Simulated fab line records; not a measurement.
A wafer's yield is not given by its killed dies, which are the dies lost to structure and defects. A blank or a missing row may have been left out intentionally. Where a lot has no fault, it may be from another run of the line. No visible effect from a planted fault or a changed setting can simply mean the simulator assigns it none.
Check for tools in common | flow nand_harc | Sample size 7 lots and 21 wafers

## WHY IT WAS OPENED
At NHARC_END_SORT_01 the reading killed_at_array is flagged on 2 of 7 lots. Wafers without a fault read 26, standard deviation 8.4.
Rule: a lot is flagged when every wafer of it that has a number lies more than 4 standard deviations from that mean, or none has a number. As for the other lots, they are considered sound.

lot  | measured     | on        | killed_at_array, wafer by wafer | flag
L276 | day 21 17:31 | prober-02 | 30 26 26                        |
L275 | day 22 01:18 | prober-02 | 71 77 80                        | FLAGGED
L279 | day 22 09:04 | prober-01 | 43 46 36                        |
L278 | day 22 16:49 | prober-02 | 113 98 68                       | FLAGGED
L280 | day 22 19:26 | prober-01 | 19 16 14                        |
L283 | day 23 08:25 | prober-02 | 43 33 40                        |
L287 | day 23 18:33 | prober-02 | 32 33 32                        |
The mean of the flagged lots' numbers is 84, +58 from the usual (+7 standard deviations).

## LOT BY LOT: THE TOOL USED
The record holds 4 process steps before the reading, out of a route of 1159 steps. Cell contents, in order: the tool; ch with the chambers the sampled wafers went through; the start.
lot  | flag    | NHARC_A_CONTACT_ETCH_51            | NHARC_THIN_TSV_ETCH_44             | NHARC_THIN_TSV_ETCH_15           | NHARC_THIN_TSV_DESCUM_35
L276 |         | rie_diel-10 ch 1,3, day 18 23:55   | rie_diel-01 ch 1,2,3, day 21 01:21 | rie_si-02 ch 0,2, day 21 01:49   | rie_diel-06 ch 1,2,3, day 21 07:00
L275 | FLAGGED | rie_diel-10 ch 0,3, day 19 04:26   | rie_diel-06 ch 0,1,3, day 21 05:46 | rie_si-02 ch 0,1,3, day 21 06:14 | rie_diel-06 ch 1,2, day 21 11:44
L279 |         | rie_diel-03 ch 0,2,3, day 19 09:58 | rie_diel-09 ch 1,2,3, day 21 18:34 | rie_si-01 ch 0,1,2, day 21 19:08 | rie_diel-06 ch 0,1,3, day 22 00:18
L278 | FLAGGED | rie_diel-10 ch 0,1,2, day 19 10:21 | rie_diel-06 ch 0,1,2, day 21 20:57 | rie_si-04 ch 1,2,3, day 21 21:32 | rie_diel-06 ch 0,1,2, day 22 03:14
L280 |         | rie_diel-11 ch 1,2,3, day 19 22:58 | rie_diel-06 ch 0,3, day 21 22:10   | rie_si-02 ch 0,3, day 21 22:44   | rie_diel-06 ch 1,2,3, day 22 03:57
L283 |         | rie_diel-03 ch 0,1,2, day 20 04:39 | rie_diel-01 ch 0,1,3, day 22 16:26 | rie_si-01 ch 2,3, day 22 17:01   | rie_diel-01 ch 2,3, day 22 22:27
L287 |         | rie_diel-11 ch 0,3, day 20 19:37   | rie_diel-09 ch 0,1,3, day 23 00:15 | rie_si-02 ch 0,1,3, day 23 00:42 | rie_diel-01 ch 0,3, day 23 05:55
What these steps do:
- NHARC_A_CONTACT_ETCH_51: etches the open film in O2/COS, target depth 3600 nm, time 936 s.
- NHARC_THIN_TSV_ETCH_44: etches the open film in CF4/O2, target depth 1594.2 nm, time 797.1 s.
- NHARC_THIN_TSV_ETCH_15: target depth 3000 nm, bosch target overetch cycles 2, bosch etch step 2.8 s.
- NHARC_THIN_TSV_DESCUM_35: chemistry O2, time 3 s.
- NHARC_END_SORT_01

## FLAGGED OVER TOTAL, TOOL BY TOOL (the gauges that took the reading come last)
step                     | tool        | lots run | flagged | share of the flagged lots | sound lots run after its first flagged lot
NHARC_A_CONTACT_ETCH_51  | rie_diel-03 | 2        | 0       | none                      | -
NHARC_A_CONTACT_ETCH_51  | rie_diel-10 | 3        | 2       | all                       | 0
NHARC_A_CONTACT_ETCH_51  | rie_diel-11 | 2        | 0       | none                      | -
NHARC_THIN_TSV_ETCH_44   | rie_diel-01 | 2        | 0       | none                      | -
NHARC_THIN_TSV_ETCH_44   | rie_diel-06 | 3        | 2       | all                       | 1 (L280)
NHARC_THIN_TSV_ETCH_44   | rie_diel-09 | 2        | 0       | none                      | -
NHARC_THIN_TSV_ETCH_15   | rie_si-01   | 2        | 0       | none                      | -
NHARC_THIN_TSV_ETCH_15   | rie_si-02   | 4        | 1       | some                      | 2 (L280,L287)
NHARC_THIN_TSV_ETCH_15   | rie_si-04   | 1        | 1       | some                      | 0
NHARC_THIN_TSV_DESCUM_35 | rie_diel-01 | 2        | 0       | none                      | -
NHARC_THIN_TSV_DESCUM_35 | rie_diel-06 | 5        | 2       | all                       | 2 (L279,L280)
NHARC_END_SORT_01        | prober-01   | 2        | 0       | none                      | -
NHARC_END_SORT_01        | prober-02   | 5        | 2       | all                       | 2 (L283,L287)

## THE TABLE: WHAT IT ALLOWS
4 rows of the table ran every flagged lot: rie_diel-10 at NHARC_A_CONTACT_ETCH_51, rie_diel-06 at NHARC_THIN_TSV_ETCH_44, rie_diel-06 at NHARC_THIN_TSV_DESCUM_35, prober-02 at NHARC_END_SORT_01.
- rie_diel-10 at NHARC_A_CONTACT_ETCH_51: 2 of its 3 lots flagged. Its last sound lot is L276 (day 18 23:55), its first flagged lot L275 (day 19 04:26): a fault that began between those two fits.
- rie_diel-06 at NHARC_THIN_TSV_ETCH_44: 2 of its 3 lots flagged. After the first flagged lot (L280), sound lots still ran on it; a lasting fault on the whole tool would not permit that.
- rie_diel-06 at NHARC_THIN_TSV_DESCUM_35: 2 of its 5 lots flagged. After the first flagged lot (L279, L280), sound lots still ran on it; a lasting fault on the whole tool would not permit that.
- prober-02 at NHARC_END_SORT_01: 2 of its 5 lots flagged. After the first flagged lot (L283, L287), sound lots still ran on it; a lasting fault on the whole tool would not permit that.
Left over: one tool, rie_diel-10 at NHARC_A_CONTACT_ETCH_51.

## WHAT THE SIMULATOR PUT IN
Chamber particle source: rie_diel-10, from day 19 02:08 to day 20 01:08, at NHARC_A_CONTACT_ETCH_51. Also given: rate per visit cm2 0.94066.
Lots struck among those shown: L275, L278. The same result came from the rule above.
